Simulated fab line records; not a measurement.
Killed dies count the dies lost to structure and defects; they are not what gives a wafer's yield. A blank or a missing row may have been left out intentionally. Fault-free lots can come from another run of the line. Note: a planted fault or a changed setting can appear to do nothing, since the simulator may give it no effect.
fab line records	flow nand_harc
[record] lots = 6	wafers = 18	last_day = 23
route steps=1159 shown P_M2@330 END@1159
lots untouched by any fault: they come from a run of this same line in which no faults occurred
start_h: hours from the record's first day to the start of the lot's first wafer shown	wait_h: hours elapsed since this lot's preceding step	" same as the row above	L1.1+2: a row that stands for several wafers	- no value, or no start was given	* or withheld: withheld	< > ~ a bound
route shown NAME@n: names a module that has steps shown in the file, with the first one's number in the route	usual: mean/standard deviation taken from wafers without a fault	same: alike in all rows	chamber/n: place in a boat	sites: the reading at each site	_std_site: the standard deviation of these	_edge_site: the outer-site mean with the inner-site mean subtracted	radius_mm: for every site, how far away it sits from the centre of the wafer	mask NAME#n: copy n	behind: the tool/chamber that last shaped the wafer	hold: reason for holding the lot/hours on hold/outcome of the hold	device: whichever transistor did not switch (one of n, p or np)	end of line: at the end of the route, the tests of the same wafers	for a step that has no rows: nothing shown but its recipe	killed: at the first sort, the dies lost to defects and structure; wafer yield is something else	map: dies across one wafer; x = killed, . = not, _ = none there
set.NAME: the run value of the setting; set.NAME@STEP: its run value at that earlier step	model.NAME: the simulator's own value behind a step, which no gauge read
lots seen at some steps along the route; tables by step, rows by wafer
services: a tool's chamber out of use, with start hour (start_h, from the record's first day; less than 0 if before it), hours out, and reason
[[steps]]
[step NHARC_P_M2_INSPECT_11]
[usual] raw_defect_count = 4.4/2.5
lot.wafer	tool	chamber	start_h	wait_h	raw_defect_count
L268.3	defect_inspect-01	-	140.39	0.0	2
L268.4	"	-	"	"	7
L268.5	"	-	"	"	4
L271.1	defect_inspect-01	-	158.43	0.0	3
L271.2	"	-	"	"	4
L271.6	"	-	"	"	2
L275.2	defect_inspect-02	-	188.45	0.0	4
L275.3	"	-	"	"	4
L275.6	"	-	"	"	9
L276.3	defect_inspect-02	-	189.46	0.0	2
L276.5	"	-	"	"	5
L276.6	"	-	"	"	3
L279.1	defect_inspect-02	-	209.28	0.0	1
L279.3	"	-	"	"	4
L279.6	"	-	"	"	4
L286.3	defect_inspect-02	-	247.99	0.0	3
L286.5	"	-	"	"	2
L286.6	"	-	"	"	0
[step NHARC_P_M2_DESCUM_14]
[recipe] time_s = 3	o2_flow_sccm = 200	ar_flow_sccm = 0	bias_power_w = 0	chemistry = O2
[usual] drypump_motor_current_A = 5.4/0.36	mfc_ar_sccm = 0.009/0.01	oes_product_au = 1.001/0.011	rf_vpp_V = 57.7/0.83	showerhead_plenum_p_Torr = 1.87/0.064	throttle_valve_pct = 11.311/0.009
lot.wafer	tool	chamber	start_h	wait_h	drypump_motor_current_A	mfc_ar_sccm	oes_product_au	rf_hours_counter_h	rf_vpp_V	showerhead_plenum_p_Torr	throttle_valve_pct
L268.4	rie_diel-12	1	140.45	0.1	4.7	0	0.988	19	58.6	2.02	11.292
L268.3	"	3	"	"	6.2	0	1.008	17	57.4	1.84	11.301
L268.5	"	1	"	"	4.7	0	0.994	-	57.6	2.02	11.305
L271.1	rie_diel-09	3	158.49	0.1	5.1	0.018	0.991	2	57.2	1.81	11.308
L271.2	"	0	"	"	5.6	0.022	1.005	2	57.8	1.85	11.317
L271.6	"	0	"	"	5.6	0.022	1.008	-	57.1	1.85	11.301
L275.2	rie_diel-09	1	188.53	0.1	5.3	0.000	0.994	4	58.3	1.81	11.308
L275.3	"	2	"	"	5.6	0	0.997	3	59.2	1.94	11.304
L275.6	"	0	"	"	5.6	0.022	1.013	-	57.8	1.85	11.319
L276.3	rie_diel-09	0	189.53	0.1	5.6	0.022	0.996	4	56.9	1.85	11.325
L276.6	"	2	"	"	5.6	0	1.004	-	58.2	1.94	11.315
L276.5	"	3	"	"	5.1	0.018	0.983	-	56.9	1.81	11.306
L279.1	rie_diel-09	0	209.34	0.1	5.6	0.022	1.004	5	58.6	1.85	11.310
L279.3	"	2	"	"	5.6	0	0.993	4	57.7	1.94	11.316
L279.6	"	1	"	"	5.3	0.000	0.987	-	56.8	1.81	11.315
L286.3	rie_diel-12	1	248.05	0.1	4.6	0	1.015	8	58.5	2.01	11.308
L286.6	"	2	"	"	5.2	0	1.025	-	56.8	1.88	11.322
L286.5	"	3	"	"	6.2	0	1.009	-	58.0	1.83	11.334
[step NHARC_P_M2_ETCH_35]
[recipe] target_depth_a = 400	overetch_a = 120	time_s = 43.94	ion_energy_ev = 200	n2_flow_sccm = 150	h2_flow_sccm = 150	ar_flow_sccm = 0	rf_w = 400	bias_w = 150	chemistry = N2/H2
[step NHARC_P_M2_ETCH_15]
[recipe] target_depth_a = 1825	time_s = 91.2	c4f8_flow_sccm = withheld	ar_flow_sccm = 400	rf_w = 600	bias_w = 300	chemistry = C4F8/Ar
[step NHARC_P_M2_CD_MEAS_16]
[usual] cd_nm = 169.9/0.86
lot.wafer	tool	chamber	start_h	wait_h	cd_nm
L268.3	cd_sem-02	-	140.81	-	169.4
L268.4	"	-	"	"	168.3
L268.5	"	-	"	"	168.7
L271.1	cd_sem-02	-	158.79	-	168.7
L271.2	"	-	"	"	169.1
L271.6	"	-	"	"	168.8
L275.2	cd_sem-03	-	188.82	-	171.1
L275.3	"	-	"	"	169.9
L275.6	"	-	"	"	169.2
L276.3	cd_sem-03	-	189.83	-	170.4
L276.5	"	-	"	"	170.5
L276.6	"	-	"	"	169.1
L279.1	cd_sem-01	-	209.65	-	170.3
L279.3	"	-	"	"	170.0
L279.6	"	-	"	"	171.3
L286.3	cd_sem-02	-	248.39	-	170.3
L286.5	"	-	"	"	170.2
L286.6	"	-	"	"	171.2
[step NHARC_P_M2_STRIP_18]
[recipe] power_w = 1000	n2_flow_sccm = 150	h2_flow_sccm = 150	ar_flow_sccm = 0	bias_w = 0	chemistry = N2/H2
[step NHARC_P_M2_ETCH_28]
[recipe] target_depth_a = 300	over_etch_frac = 0.3	time_s = 72.99	ion_energy_ev = 150	cf4_flow_sccm = 50	n2_flow_sccm = 100	ar_flow_sccm = 150	rf_w = 300	bias_w = 100	chemistry = CF4/N2
[step NHARC_P_M2_STRIP_19]
[recipe] time_s = 600	temp_c = 30	chemistry = post_etch_residue_remover
[step NHARC_P_M2_DEGAS_29]
[recipe] temp_c = 250	time_s = 60
[usual] heater_power_w = 324/40
lot.wafer	tool	chamber	start_h	wait_h	heater_power_w
L268.4	pvd_sputter-02	-	141.54	-	265
L268.3	"	-	"	"	287
L268.5	"	-	"	"	398
L271.2	pvd_sputter-02	-	160.04	-	257
L271.1	"	-	"	"	399
L271.6	"	-	"	"	279
L275.2	pvd_sputter-03	-	189.56	-	341
L275.3	"	-	"	"	317
L275.6	"	-	"	"	312
L276.3	pvd_sputter-03	-	190.55	-	376
L276.6	"	-	"	"	327
L276.5	"	-	"	"	307
L279.1	pvd_sputter-02	-	210.37	-	283
L279.3	"	-	"	"	394
L279.6	"	-	"	"	287
L286.3	pvd_sputter-03	-	249.11	-	346
L286.6	"	-	"	"	306
L286.5	"	-	"	"	369
[step NHARC_P_M2_PRE_CLEAN_30]
[recipe] time_s = 30	temp_c = 280	gas = H2/He
[usual] heater_power_w = 400/47
lot.wafer	tool	chamber	start_h	wait_h	heater_power_w
L268.4	pvd_sputter-02	-	-	-	326
L268.3	"	-	"	"	491
L268.5	"	-	"	"	355
L271.1	pvd_sputter-02	-	-	-	486
L271.2	"	-	"	"	410
L271.6	"	-	"	"	350
L275.3	pvd_sputter-03	-	-	-	454
L275.2	"	-	"	"	419
L275.6	"	-	"	"	415
L276.3	pvd_sputter-03	-	-	-	384
L276.6	"	-	"	"	413
L276.5	"	-	"	"	404
L279.1	pvd_sputter-02	-	-	-	488
L279.3	"	-	"	"	421
L279.6	"	-	"	"	482
L286.3	pvd_sputter-03	-	-	-	446
L286.6	"	-	"	"	398
L286.5	"	-	"	"	375
[step NHARC_P_M2_PVD_20]
[recipe] target_thk_a = 50	bias_v = 168.6	power_w = 15000	chamber_pressure_pa = 0.12	time_s = 8.06	substrate_temp_c = 50	material = TaN
[usual] cathode_dc_power_W = 15000/2.6	throttle_valve_pct = 29.8/1.1
lot.wafer	tool	chamber	start_h	wait_h	cathode_dc_power_W	throttle_valve_pct
L268.3	pvd_sputter-02	-	-	-	14991	29.0
L268.4	"	-	"	"	14997	29.2
L268.5	"	-	"	"	15001	29.2
L271.2	pvd_sputter-02	-	-	-	15003	31.2
L271.1	"	-	"	"	14998	29.8
L271.6	"	-	"	"	15000	30.8
L275.3	pvd_sputter-03	-	-	-	15002	30.6
L275.2	"	-	"	"	15000	29.9
L275.6	"	-	"	"	14999	30.7
L276.3	pvd_sputter-03	-	-	-	14996	27.2
L276.5	"	-	"	"	15003	30.0
L276.6	"	-	"	"	15002	27.2
L279.3	pvd_sputter-02	-	-	-	15000	29.4
L279.1	"	-	"	"	15001	29.0
L279.6	"	-	"	"	15004	31.1
L286.3	pvd_sputter-03	-	-	-	15003	30.0
L286.6	"	-	"	"	15000	29.7
L286.5	"	-	"	"	15004	30.1
[step NHARC_P_M2_PVD_21]
[recipe] target_thk_a = 300	chamber_pressure_pa = 5	power_w = 5000	substrate_temp_c = 30	time_s = 20.49	material = Cu
[usual] cathode_dc_power_W = 4999.9/0.87	throttle_valve_pct = 29.8/1
lot.wafer	tool	chamber	start_h	wait_h	cathode_dc_power_W	throttle_valve_pct
L268.3	pvd_sputter-02	-	-	-	4999.5	29.1
L268.4	"	-	"	"	4999.4	30.7
L268.5	"	-	"	"	5000.3	29.2
L271.2	pvd_sputter-02	-	-	-	4999.9	28.8
L271.1	"	-	"	"	5000.3	30.8
L271.6	"	-	"	"	5000.0	29.3
L275.2	pvd_sputter-03	-	-	-	4999.5	29.5
L275.3	"	-	"	"	4999.5	29.9
L275.6	"	-	"	"	5000.4	29.5
L276.3	pvd_sputter-03	-	-	-	4999.7	29.7
L276.5	"	-	"	"	5001.2	29.9
L276.6	"	-	"	"	4999.4	30.1
L279.1	pvd_sputter-02	-	-	-	4999.2	29.6
L279.3	"	-	"	"	4999.6	29.7
L279.6	"	-	"	"	5000.7	29.4
L286.3	pvd_sputter-03	-	-	-	4999.9	27.2
L286.5	"	-	"	"	4999.8	27.3
L286.6	"	-	"	"	4999.5	30.5
[step NHARC_P_M2_ECD_22]
[recipe] target_thk_a = 4000	bath_temp_c = 25	material = Cu
[usual] bath_heat_duty_pct = 6.6/0.76	bath_temp_c = 25.00/0.11
lot.wafer	tool	chamber	start_h	wait_h	bath_heat_duty_pct	bath_temp_c
L268.4	ecd_cu-01	1	142.01	-	6.8	25.12
L268.3	"	0	"	"	5.8	25.04
L268.5	"	0	"	"	6.5	24.91
L271.1	ecd_cu-02	1	160.40	-	5.5	25.06
L271.2	"	0	"	"	5.1	25.09
L271.6	"	0	"	"	5.2	25.01
L275.2	ecd_cu-02	1	189.92	-	-	-
L275.3	"	0	"	"	-	-
L275.6	"	0	"	"	-	-
L276.3	ecd_cu-02	0	191.06	-	-	-
L276.6	"	1	"	"	-	-
L276.5	"	0	"	"	-	-
L279.1	ecd_cu-02	1	210.73	-	7.1	24.99
L279.3	"	0	"	"	5.8	25.05
L279.6	"	0	"	"	5.1	25.11
L286.3	ecd_cu-01	1	249.56	-	7.8	24.96
L286.6	"	1	"	"	6.2	24.97
L286.5	"	0	"	"	6.8	24.85
[step NHARC_P_M2_ANNEAL_31]
[recipe] temp_c = 225	time_s = 90
[step NHARC_P_M2_CMP_23]
[recipe] t_overpolish_s = 20	target_thk_nm = 144.3
[usual] motor_current_A = 12.2/1.5	time_to_endpoint_s = 28.0/2.6
[same] t_overpolish_s = 20
lot.wafer	tool	chamber	start_h	wait_h	motor_current_A	time_to_endpoint_s
L268.3	cmp-02	2	142.67	-	14.3	31.1
L268.4	"	0	"	"	10.0	30.4
L268.5	"	2	"	"	13.7	27.2
L271.2	cmp-02	0	161.12	-	9.7	30.2
L271.1	"	2	"	"	14.5	27.6
L271.6	"	1	"	"	12.1	24.2
L275.2	cmp-02	1	190.67	-	11.6	0.0
L275.3	"	2	"	"	14.2	0.6
L275.6	"	1	"	"	12.3	1.1
L276.3	cmp-03	3	191.70	-	10.8	0.0
L276.6	"	2	"	"	12.9	0.0
L276.5	"	3	"	"	10.5	0.0
L279.1	cmp-03	1	211.44	-	13.9	26.9
L279.3	"	2	"	"	13.0	31.0
L279.6	"	1	"	"	13.2	27.7
L286.3	cmp-03	2	250.25	-	13.3	27.7
L286.5	"	3	"	"	10.8	24.9
L286.6	"	0	"	"	12.5	26.1
[step NHARC_P_M2_THK_MEAS_24]
[recipe] thk_meas_gauge = xrf
[usual] thk_nm = 144.0/1.5
lot.wafer	tool	chamber	start_h	wait_h	thk_nm
L268.3	film_metro-02	-	142.99	-	146.5
L268.4	"	-	"	"	145.5
L268.5	"	-	"	"	144.6
L271.1	film_metro-01	-	161.44	-	142.8
L271.2	"	-	"	"	143.3
L271.6	"	-	"	"	142.3
L275.2	film_metro-02	-	190.98	-	30.2
L275.3	"	-	"	"	28.9
L275.6	"	-	"	"	29.9
L276.3	film_metro-02	-	191.98	-	28.5
L276.5	"	-	"	"	29.1
L276.6	"	-	"	"	28.9
L279.1	film_metro-02	-	211.76	-	144.8
L279.3	"	-	"	"	146.4
L279.6	"	-	"	"	145.0
L286.3	film_metro-01	-	250.49	-	142.9
L286.5	"	-	"	"	141.4
L286.6	"	-	"	"	142.9
[step NHARC_P_M2_SRD_25]
[step NHARC_END_SORT_01]
[recipe] temp_c = 25
[usual] defect_limited_yield = 95.4/1.8	killed_at_array = 27/11	killed_at_other = 0.7/1.1	killed_at_periphery = 3.4/2.1	killed_dies = 31/12	killed_open = 3.6/2	killed_short = 2.0/1.3	sort_bin_2_pct = 1.5/0.71	sort_bin_3_pct = 0.25/0.22	sort_bin_4_pct = 2.9/1.2	sort_n_pass = 646/12	sort_rim_yield_pct = 95.0/2.5	sort_yield_pct = 95.4/1.8
[same] gross_dies = 677	sort_bin_5_pct[%] = 0	sort_bin_6_pct[%] = 0	sort_bin_7_pct[%] = 0	sort_bin_8_pct[%] = 0	sort_rim_n_gross = 106.00
lot.wafer	tool	chamber	start_h	wait_h	defect_limited_yield[%]	killed_at_array	killed_at_other	killed_at_periphery	killed_dies	killed_open	killed_short	sort_bin_2_pct[%]	sort_bin_3_pct[%]	sort_bin_4_pct[%]	sort_n_pass	sort_rim_yield_pct[%]	sort_yield_pct[%]
L268.3	prober-01	0	452.31	3.1	97.8	12	2	1	15	4	1	0.9	0	1.3	662	97.2	97.8
L268.4	prober-01	0	453.10	3.4	96.6	17	0	6	23	5	3	1.0	0	2.4	654	92.5	96.6
L268.5	prober-01	0	453.89	3.7	96.6	21	0	2	23	7	4	0.9	0	2.5	654	97.2	96.6
L271.1	prober-01	0	470.34	2.5	93.8	34	5	3	42	3	1	2.2	0.30	3.7	635	92.5	93.8
L271.2	prober-01	0	471.15	2.8	94.4	32	2	4	38	1	2	0.9	0.59	4.1	639	93.4	94.4
L271.6	prober-01	0	474.38	4.0	92.0	44	7	3	54	3	2	2.4	0.44	5.2	623	96.2	92.0
L275.2	prober-02	0	499.15	2.8	0	12	1	664	677	5	3	98.7	0.15	1.2	0	0	0
L275.3	prober-02	0	499.95	3.1	0	20	0	657	677	1	3	97.5	0.15	2.4	0	0	0
L275.6	prober-02	0	502.34	4.0	0	22	0	655	677	9	4	96.6	0.15	3.2	0	0	0
L276.6	prober-01	0	502.40	4.0	0	35	0	642	677	2	2	96.6	0.30	3.1	0	0	0
L279.1	prober-02	0	506.09	2.5	96.6	23	0	0	23	2	2	1.2	0.30	1.9	654	97.2	96.6
L279.3	prober-02	0	507.66	3.0	96.5	20	1	3	24	6	3	1.6	0.15	1.8	653	94.3	96.5
L279.6	prober-02	0	510.01	3.9	96.9	19	0	2	21	2	1	1.2	0.15	1.8	656	97.2	96.9
L286.3	prober-02	0	558.81	3.2	93.1	45	0	2	47	6	4	2.2	0.59	4.1	630	98.1	93.1
L286.5	prober-02	0	560.45	3.8	94.5	35	0	2	37	1	4	1.9	0.74	2.8	640	98.1	94.5
L286.6	prober-02	0	561.26	4.1	93.8	38	0	4	42	4	2	2.5	0.15	3.5	635	96.2	93.8
// killed by level:class
L268.3 A_CONTACT:chamber_film_flake=5 THIN_TSV:chamber_film_flake=2 A_ONON_D1:geometric_particle:open=1 A_CHANNEL_FILL_D1:geometric_particle:open=1 A_WL_FILL:geometric_particle:short=1 A_CONTACT:geometric_particle:open=1 A_M1:geometric_particle:open=1 P_GATE:chamber_film_flake=1
L268.4 A_CONTACT:chamber_film_flake=4 A_CONTACT:geometric_particle:open=3 A_CHANNEL_HOLE_D1:chamber_film_flake=3 A_STAIRCASE:chamber_film_flake=3 P_ZERO_WELL:chamber_film_flake=2 P_CONTACT:geometric_particle:short=1 P_M0:geometric_particle:short=1 A_ONON_D1:geometric_particle:open=1
L268.5 A_CHANNEL_HOLE_D1:chamber_film_flake=5 A_WL_FILL:chamber_film_flake=3 A_ONON_D1:geometric_particle:short=2 A_M0:geometric_particle:open=2 A_SLIT:chamber_film_flake=2 P_CONTACT:geometric_particle:open=1 A_ONON_D1:geometric_particle:open=1 A_CHANNEL_FILL_D1:geometric_particle:open=1
L271.1 A_CHANNEL_HOLE_D1:chamber_film_flake=18 A_SLIT:chamber_film_flake=6 THIN_TSV:chamber_film_flake=5 A_STAIRCASE:chamber_film_flake=4 A_ZERO_WELL:chamber_film_flake=3 P_CONTACT:geometric_particle:open=1 P_M0:geometric_particle:short=1 A_CHANNEL_FILL_D1:geometric_particle:open=1
L271.2 A_CHANNEL_HOLE_D1:chamber_film_flake=18 A_STAIRCASE:chamber_film_flake=4 A_SLIT:chamber_film_flake=4 P_ZERO_WELL:chamber_film_flake=3 A_BONDPAD:chamber_film_flake=3 THIN_TSV:chamber_film_flake=2 P_M1:geometric_particle:short=1 A_ONON_D1:geometric_particle:short=1
L271.6 A_CHANNEL_HOLE_D1:chamber_film_flake=27 A_SLIT:chamber_film_flake=9 THIN_TSV:chamber_film_flake=7 A_STAIRCASE:chamber_film_flake=3 P_M0:geometric_particle:open=2 A_ONON_D1:geometric_particle:open=1 A_CHANNEL_FILL_D1:geometric_particle:short=1 A_CONTACT:geometric_particle:short=1
L275.2 P_M2:area_ecd=662 A_STAIRCASE:chamber_film_flake=3 A_WL_FILL:geometric_particle:short=2 A_WL_FILL:geometric_particle:open=2 A_CONTACT:geometric_particle:open=2 P_GATE:chamber_film_flake=2 A_CHANNEL_FILL_D1:geometric_particle:open=1 STARTING-WAFER:geometric_particle:short=1
L275.3 P_M2:area_ecd=656 A_STAIRCASE:chamber_film_flake=7 A_CONTACT:chamber_film_flake=5 A_ZERO_WELL:chamber_film_flake=3 A_CHANNEL_HOLE_D1:chamber_film_flake=2 P_CONTACT:geometric_particle:short=1 A_CHANNEL_FILL_D1:geometric_particle:short=1 A_WL_FILL:geometric_particle:short=1
L275.6 P_M2:area_ecd=648 A_STAIRCASE:chamber_film_flake=5 A_CONTACT:chamber_film_flake=4 A_M0:geometric_particle:open=3 P_M0:chamber_film_flake=3 A_CONTACT:geometric_particle:open=2 P_M0:geometric_particle:open=1 P_M0:geometric_particle:short=1
L276.6 P_M2:area_ecd=640 A_CHANNEL_HOLE_D1:chamber_film_flake=23 A_WL_FILL:chamber_film_flake=4 A_STAIRCASE:chamber_film_flake=3 A_CONTACT:chamber_film_flake=2 P_CONTACT:geometric_particle:open=1 A_CHANNEL_FILL_D1:geometric_particle:short=1 A_SGD_CUT:geometric_particle:short=1
L279.1 A_SLIT:chamber_film_flake=13 A_CHANNEL_HOLE_D1:chamber_film_flake=3 A_CONTACT:chamber_film_flake=2 A_ONON_D1:geometric_particle:short=1 A_CHANNEL_FILL_D1:geometric_particle:short=1 A_CHANNEL_FILL_D1:geometric_particle:open=1 A_WL_FILL:geometric_particle:open=1 A_STAIRCASE:chamber_film_flake=1
L279.3 A_SLIT:chamber_film_flake=7 A_CHANNEL_HOLE_D1:chamber_film_flake=3 A_SOURCE_PLATE:geometric_particle:open=2 A_CHANNEL_FILL_D1:geometric_particle:open=2 P_CONTACT:geometric_particle:short=1 P_M0:geometric_particle:open=1 A_SOURCE_PLATE:geometric_particle:short=1 A_WL_FILL:geometric_particle:open=1
L279.6 A_CONTACT:chamber_film_flake=6 A_CHANNEL_HOLE_D1:chamber_film_flake=3 A_SLIT:chamber_film_flake=3 A_STAIRCASE:chamber_film_flake=3 A_WL_FILL:chamber_film_flake=2 P_M0:geometric_particle:open=1 P_M1:geometric_particle:short=1 A_BLC:geometric_particle:open=1
L286.3 A_CHANNEL_HOLE_D1:chamber_film_flake=28 A_WL_FILL:geometric_particle:short=2 A_CONTACT:geometric_particle:open=2 A_M0:geometric_particle:open=2 A_SGD_CUT:chamber_film_flake=2 A_CONTACT:chamber_film_flake=2 P_CONTACT:geometric_particle:open=1 A_SOURCE_PLATE:geometric_particle:open=1
L286.5 A_CHANNEL_HOLE_D1:chamber_film_flake=30 P_CONTACT:geometric_particle:short=1 P_M0:geometric_particle:open=1 A_SOURCE_PLATE:geometric_particle:short=1 A_ONON_D1:geometric_particle:short=1 A_WL_FILL:geometric_particle:short=1 A_ZERO_WELL:chamber_film_flake=1 A_STAIRCASE:chamber_film_flake=1
L286.6 A_CHANNEL_HOLE_D1:chamber_film_flake=30 A_CONTACT:chamber_film_flake=3 A_ZERO_WELL:chamber_film_flake=2 P_CONTACT:geometric_particle:open=1 P_M0:geometric_particle:open=1 P_M2:geometric_particle:open=1 P_M2:geometric_particle:short=1 A_ONON_D1:geometric_particle:open=1
// map L275.2 (x killed, . not)
____________x____________
_________xxxxxxx_________
_______xxxxxxxxxxx_______
______xxxxxxxxxxxxx______
_____xxxxxxxxxxxxxxx_____
____xxxxxxxxxxxxxxxxx____
____xxxxxxxxxxxxxxxxx____
___xxxxxxxxxxxxxxxxxxx___
___xxxxxxxxxxxxxxxxxxx___
__xxxxxxxxxxxxxxxxxxxxx__
__xxxxxxxxxxxxxxxxxxxxx__
_xxxxxxxxxxxxxxxxxxxxxxx_
_xxxxxxxxxxxxxxxxxxxxxxx_
_xxxxxxxxxxxxxxxxxxxxxxx_
_xxxxxxxxxxxxxxxxxxxxxxx_
_xxxxxxxxxxxxxxxxxxxxxxx_
xxxxxxxxxxxxxxxxxxxxxxxxx
xxxxxxxxxxxxxxxxxxxxxxxxx
xxxxxxxxxxxxxxxxxxxxxxxxx
xxxxxxxxxxxxxxxxxxxxxxxxx
xxxxxxxxxxxxxxxxxxxxxxxxx
_xxxxxxxxxxxxxxxxxxxxxxx_
_xxxxxxxxxxxxxxxxxxxxxxx_
_xxxxxxxxxxxxxxxxxxxxxxx_
_xxxxxxxxxxxxxxxxxxxxxxx_
_xxxxxxxxxxxxxxxxxxxxxxx_
__xxxxxxxxxxxxxxxxxxxxx__
__xxxxxxxxxxxxxxxxxxxxx__
___xxxxxxxxxxxxxxxxxxx___
___xxxxxxxxxxxxxxxxxxx___
____xxxxxxxxxxxxxxxxx____
____xxxxxxxxxxxxxxxxx____
_____xxxxxxxxxxxxxxx_____
______xxxxxxxxxxxxx______
_______xxxxxxxxxxx_______
_________xxxxxxx_________
____________x____________
// map L276.6 (x killed, . not)
____________x____________
_________xxxxxxx_________
_______xxxxxxxxxxx_______
______xxxxxxxxxxxxx______
_____xxxxxxxxxxxxxxx_____
____xxxxxxxxxxxxxxxxx____
____xxxxxxxxxxxxxxxxx____
___xxxxxxxxxxxxxxxxxxx___
___xxxxxxxxxxxxxxxxxxx___
__xxxxxxxxxxxxxxxxxxxxx__
__xxxxxxxxxxxxxxxxxxxxx__
_xxxxxxxxxxxxxxxxxxxxxxx_
_xxxxxxxxxxxxxxxxxxxxxxx_
_xxxxxxxxxxxxxxxxxxxxxxx_
_xxxxxxxxxxxxxxxxxxxxxxx_
_xxxxxxxxxxxxxxxxxxxxxxx_
xxxxxxxxxxxxxxxxxxxxxxxxx
xxxxxxxxxxxxxxxxxxxxxxxxx
xxxxxxxxxxxxxxxxxxxxxxxxx
xxxxxxxxxxxxxxxxxxxxxxxxx
xxxxxxxxxxxxxxxxxxxxxxxxx
_xxxxxxxxxxxxxxxxxxxxxxx_
_xxxxxxxxxxxxxxxxxxxxxxx_
_xxxxxxxxxxxxxxxxxxxxxxx_
_xxxxxxxxxxxxxxxxxxxxxxx_
_xxxxxxxxxxxxxxxxxxxxxxx_
__xxxxxxxxxxxxxxxxxxxxx__
__xxxxxxxxxxxxxxxxxxxxx__
___xxxxxxxxxxxxxxxxxxx___
___xxxxxxxxxxxxxxxxxxx___
____xxxxxxxxxxxxxxxxx____
____xxxxxxxxxxxxxxxxx____
_____xxxxxxxxxxxxxxx_____
______xxxxxxxxxxxxx______
_______xxxxxxxxxxx_______
_________xxxxxxx_________
____________x____________
[[services]]
tool	chamber	start_h	hours	kind
rie_diel-09	-	127.60	0.3	repair
cmp-02	-	128.56	4.0	pm
rie_diel-09	0	135.10	-	clean
rie_diel-09	1	135.10	-	clean
rie_diel-09	2	135.10	-	clean
rie_diel-09	3	135.10	-	clean
cmp-03	-	156.02	4.0	pm
rie_diel-09	0	159.63	-	clean
rie_diel-09	1	159.63	-	clean
rie_diel-09	2	159.63	-	clean
rie_diel-09	2	161.96	8.5	repair
rie_diel-09	2	170.48	10.0	repair
ecd_cu-02	-	180.02	8.0	pm
rie_diel-12	-	187.46	0.5	repair
rie_diel-12	1	196.11	8.9	repair
cmp-02	-	198.66	11.7	repair
rie_diel-12	-	202.40	9.0	pm
rie_diel-09	1	216.04	13.2	repair
pvd_sputter-02	-	217.91	10.0	pm
cmp-03	-	219.37	0.3	repair
cmp-02	-	226.56	4.0	pm
rie_diel-12	0	235.01	13.2	repair
rie_diel-09	1	240.65	5.4	repair
cmp-03	-	248.95	1.2	repair
[[key]]
[first_sign] step = NHARC_P_M2_ECD_22	reading = tool_record	direction = missing
[effect] step = NHARC_P_M2_CMP_23	reading = time_to_endpoint_s	direction = down	sigmas = 11	usual = *	struck = *
[effect] step = NHARC_P_M2_THK_MEAS_24	reading = thk_nm	direction = down	sigmas = 77	usual = 144.0	struck = 29.3
[effect] step = NHARC_END_SORT_01	reading = killed_at_periphery	direction = up	sigmas = 99+	usual = 3.4	struck = 654.5
[more_kills_born_at] NHARC_P_M2_ECD_22@ecd_cu-02 = 2606
met_at NHARC_P_M2_ECD_22
struck_wafers L275.2,L275.3,L275.6,L276.3,L276.5,L276.6
rows_end L276.3,L276.5
later_rows_left_out L275.2,L275.3,L275.6,L276.6
onset_between 160.40 189.92
[fault] kind = skipped_step_whole	tool = ecd_cu-02	chamber = -	onset_h = 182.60	steps = NHARC_P_M2_ECD_22	scope = struck_lots_only
// later_rows_left_out: the simulator's readings of these wafers behind a module that went badly wrong aren't trusted and aren't shown, but for the sort
// rows_end: these wafers met a further fault down the route, and their rows from its step on are left out
